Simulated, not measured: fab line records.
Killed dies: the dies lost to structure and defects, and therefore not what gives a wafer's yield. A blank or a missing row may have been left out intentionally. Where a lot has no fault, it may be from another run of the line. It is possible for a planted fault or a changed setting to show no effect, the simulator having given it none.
Struck lot and sound lot, side by side | flow nand harc | 18 steps out of a route of 1159
Sound: these wafers, L780.2, L780.5, L780.6. The struck wafers were L789.2, L789.3, L789.6. Last of all comes the cause.
Order at every step that has rows: each side's tool, ch and its chambers, its first start. Under that, the readings that differ: sound wafers | struck wafers | difference of the means | sigmas: that difference in standard deviations of wafers without a fault.
alike: same words and numbers on both sides, and readings whose means sit less than 2 such deviations apart. not compared: any withheld reading, any reading some wafer has no value for, any bound like >300 that may hide the same value, and any number with overlapping values for which the record gives no deviation.
A row with sigmas, a row that says differs or no value, or rows on one side alone: a step with any of these is where the two part. When numbers do not overlap yet have no deviation, they are printed without sigmas and do not part them. Lack of a reading on every wafer of one side parts them only where that side has two or more wafers.

first, 2 steps without rows for these wafers: NHARC_P_STI_SRD_39; NHARC_P_STI_OXIDE_40 (material SiO2, target thk 10 nm, ox time 1362 s).
NHARC_P_STI_INSPECT_25:
  struck on defect inspect-01, day 5 21:33; sound on defect inspect-01, day 3 20:02
  alike: raw defect count
then, 9 steps without rows for these wafers: NHARC_P_GATE_ETCH_69 (etches SiO2 in dHF, target depth 14 nm); NHARC_P_GATE_PRECLEAN_70 (cleans in SC1); NHARC_P_GATE_SRD_01; NHARC_P_GATE_OXIDE_02 (material SiO2, target thk 37.5 nm, ox time 365 s); NHARC_P_GATE_DEHYDRATE_03 (time 120 s); NHARC_P_GATE_HMDS_04 (time 30 s); NHARC_P_GATE_COAT_05; NHARC_P_GATE_SOFTBAKE_06 (time 95 s); NHARC_P_GATE_EBR_07.
NHARC_P_GATE_EXPOSE_08: exposes mask P HV.
  sound on krf scanner-01 ch 0, day 4 03:50; struck on krf scanner-03 ch 0, day 6 05:33
  reading | sound                | struck                  | difference | sigmas
  mask    | P_HV#0 P_HV#0 P_HV#0 | P_PSD#0 P_PSD#0 P_PSD#0 | differs    |
then, 2 steps without rows for these wafers: NHARC_P_GATE_PEB_09 (peb time 85 s); NHARC_P_GATE_DEVELOP_10 (time 70 s).
NHARC_P_GATE_CD_MEAS_11: target cd 1640 nm.
  sound on cd sem-03 ch 0, day 4 03:59; struck on cd sem-02 ch 0, day 6 05:43
  reading    | sound                | struck | difference                    | sigmas
  cd nm (nm) | 1641.1 1644.4 1642.6 | - - -  | no value on the struck wafers |
then, 1 step without rows for these wafers: NHARC_P_GATE_HARDBAKE_12 (time 80 s).
-- break in the record here, with 16 days between the starts of the struck wafers on either side (left off in module P_GATE, picked up again in module END, where the first step shown is number 1159 on the route) --
NHARC_END_SORT_01:
  the record has rows for the struck wafers here (prober-01 ch 0, day 21 19:08) and none for the sound ones

## WHERE THEY PART
Last at NHARC_END_SORT_01 as far as this record goes, first at NHARC_P_GATE_EXPOSE_08.

WHY: whatever the simulator had introduced
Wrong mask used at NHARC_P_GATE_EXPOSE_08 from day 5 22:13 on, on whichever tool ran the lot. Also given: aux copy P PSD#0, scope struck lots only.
